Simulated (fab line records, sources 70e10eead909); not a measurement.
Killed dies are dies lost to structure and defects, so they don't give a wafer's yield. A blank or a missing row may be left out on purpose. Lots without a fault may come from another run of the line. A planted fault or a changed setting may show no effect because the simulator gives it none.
Chamber matching | flow nand_harc | NHARC_A_M1_CMP_23 on cmp-01: 4 sister chambers
The step polishes, t overpolish 20 s, target thk 154.34 nm. 16 wafers are shown with their chamber, then 8 later ones without.

WAFERS WITH THEIR CHAMBER
wafer  | chamber | motor_current_A (A) | time_to_endpoint_s (s) | edge_zone_pressure_frac
L302.1 | 3       | 11.9                | 27.6                   | 0.998
L302.3 | 2       | 12.0                | 28.8                   | 0.986
L302.5 | 1       | 10.7                | 33.5                   | 1.000
L303.1 | 1       | 10.9                | 31.9                   | 1.005
L303.3 | 3       | 12.0                | 30.1                   | 1.002
L303.6 | 1       | 11.1                | 33.1                   | 1.004
L305.1 | 0       | 14.4                | 29.5                   | 0.997
L305.3 | 2       | 11.5                | 30.0                   | 1.005
L305.5 | 3       | 12.2                | 28.0                   | 0.989
L307.2 | 0       | 14.3                | 32.7                   | 1.005
L307.3 | 1       | 10.6                | 33.6                   | 0.994
L307.5 | 2       | 12.1                | 31.6                   | 1.000
L309.2 | 0       | 14.4                | 27.5                   | 1.002
L309.3 | 1       | 10.7                | 31.4                   | 1.001
L309.5 | 0       | 14.8                | 30.9                   | 0.996
L308.2 | 2       | 11.7                | 28.4                   | 1.006

SIGNATURES (means of the wafers above)
reading                 | chamber 0 | chamber 1 | chamber 2 | chamber 3 | scatter within a chamber
motor_current_A         | 14.475    | 10.800    | 11.825    | 12.033    | 0.22
time_to_endpoint_s      | 30.150    | 32.700    | 29.700    | 28.567    | 1.53
edge_zone_pressure_frac | 1.00000   | 1.00080   | 0.99925   | 0.99633   | 0.00627
Rule: a wafer's distance from a chamber is the root of the sum, over the readings, of the square of ((its reading less the chamber's mean) divided by the reading's scatter). The wafer belongs to the nearest chamber; if the next one is less than 2 further off, it can't be placed. The scatter: the root of (the sum of the squares of (reading less its chamber's mean) over the shown wafers, divided by (wafers less chambers)).

WAFERS WITHOUT THEIR CHAMBER
wafer  | motor_current_A (A) | time_to_endpoint_s (s) | edge_zone_pressure_frac
L308.5 | 12.2                | 29.8                   | 1.008
L308.6 | 13.3                | 33.2                   | 0.994
L310.4 | 12.5                | 27.5                   | 0.998
L310.5 | 12.0                | 30.6                   | 1.005
L310.6 | 11.4                | 27.4                   | 1.009
L315.2 | 11.2                | 28.5                   | 1.000
L315.4 | 10.8                | 36.7                   | 1.007
L315.5 | 12.8                | 32.1                   | 0.989

WHICH CHAMBER EACH WENT THROUGH
wafer  | from the rows above          | in truth
L308.5 | can't be placed: 3 or 2      | 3
L308.6 | can't be placed: 0 or 3 or 2 | 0
L310.4 | can't be placed: 3 or 2      | 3
L310.5 | can't be placed: 2 or 3      | 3
L310.6 | can't be placed: 2 or 3 or 1 | 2
L315.2 | can't be placed: 2 or 1 or 3 | 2
L315.4 | 1                            | 1
L315.5 | can't be placed: 3 or 2      | 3
Placed correctly: 1 of 8. Can't be placed from these rows: 7 (the true chamber is among the candidates in 7). Placed wrongly: 0.
